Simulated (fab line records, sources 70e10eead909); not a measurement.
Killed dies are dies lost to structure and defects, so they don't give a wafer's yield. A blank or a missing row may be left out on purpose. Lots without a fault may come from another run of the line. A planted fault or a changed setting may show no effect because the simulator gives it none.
Which tool did it? | flow nand_harc | 6 lots, 18 wafers sampled, at 4 steps of a route of 1302

WHAT THE GAUGES READ, wafer by wafer
NHARC_A_CONTACT_INSPECT_10.
lot  | measured     | on                | raw_defect_count
L861 | day 23 17:15 | defect_inspect-02 | 60 56 68
L863 | day 25 17:21 | defect_inspect-02 | 72 67 76
L864 | day 25 23:34 | defect_inspect-02 | 112 128 132
L875 | day 29 10:36 | defect_inspect-01 | 695 733 756
L874 | day 30 04:54 | defect_inspect-01 | 47 74 63
L878 | day 33 05:04 | defect_inspect-02 | 76 69 74

WHICH TOOL RAN EACH LOT (tool, then ch and the chambers of the sampled wafers, then the start)
lot  | NHARC_A_CONTACT_ETCH_106           | NHARC_A_CONTACT_DEP_84        | NHARC_A_CONTACT_DEP_85
L861 | rie_diel-07 ch 0,2,3, day 23 14:02 | acl_dep-01 ch 0, day 23 14:41 | pecvd-01 ch 0,1, day 23 16:29
L863 | rie_diel-07 ch 1,2,3, day 25 10:44 | acl_dep-02 ch 0, day 25 14:41 | pecvd-04 ch 0,1, day 25 16:32
L864 | rie_diel-07 ch 1,2, day 25 18:05   | acl_dep-01 ch 0, day 25 21:15 | pecvd-01 ch 0,2, day 25 22:41
L875 | rie_diel-07 ch 0,1,3, day 29 07:28 | acl_dep-03 ch 0, day 29 08:24 | pecvd-04 ch 0,2, day 29 09:52
L874 | rie_diel-07 ch 0,1, day 30 01:29   | acl_dep-03 ch 0, day 30 02:19 | pecvd-01 ch 1,2, day 30 04:04
L878 | rie_diel-07 ch 0,1,2, day 33 01:33 | acl_dep-03 ch 0, day 33 02:54 | pecvd-01 ch 0,1,2, day 33 04:22
- NHARC_A_CONTACT_ETCH_106: etches the open film in CF4/O2, target depth 90 nm, overetch 9 nm, time 49.5 s.
- NHARC_A_CONTACT_DEP_84: deposits aC, target thk 2800 nm.
- NHARC_A_CONTACT_DEP_85: deposits SiON, target thk 60 nm.

THE ANSWER, worked out from the rows above alone
Rule: what is usual is taken from the lots themselves. Put in order of their means at a reading, lots are off if they are a third of the lots or fewer, leave a main group of 4 or more, and stand apart from it by a gap of 3 or more times the standard deviation of the main group's means; of several such gaps the widest counts. A main group whose means are all the same, to the digits that the tables above print for the reading, isn't used. A lot without any number at a reading at which 4 lots or more have one is off too. The other lots that the step has rows for count as sound.
Off: L875, at NHARC_A_CONTACT_INSPECT_10 (raw_defect_count). The main group: mean 78, standard deviation 23.
A tool fits if, at a process step before that reading, it ran every lot that is off, and no sound lot after the first of them. The gauges at NHARC_A_CONTACT_INSPECT_10 are tried like those tools. One fits: pecvd-04 at NHARC_A_CONTACT_DEP_85. Its last sound lot is L863 (day 25 16:32), its first lot that is off L875 (day 29 09:52): a fault that began between those two fits.

WHAT THE SIMULATOR HAD PUT IN
Chamber particle source: pecvd-04, from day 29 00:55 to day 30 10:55, at NHARC_A_CONTACT_DEP_85. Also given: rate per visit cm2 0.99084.
Lots struck among those shown: L875. The rule above found the same.
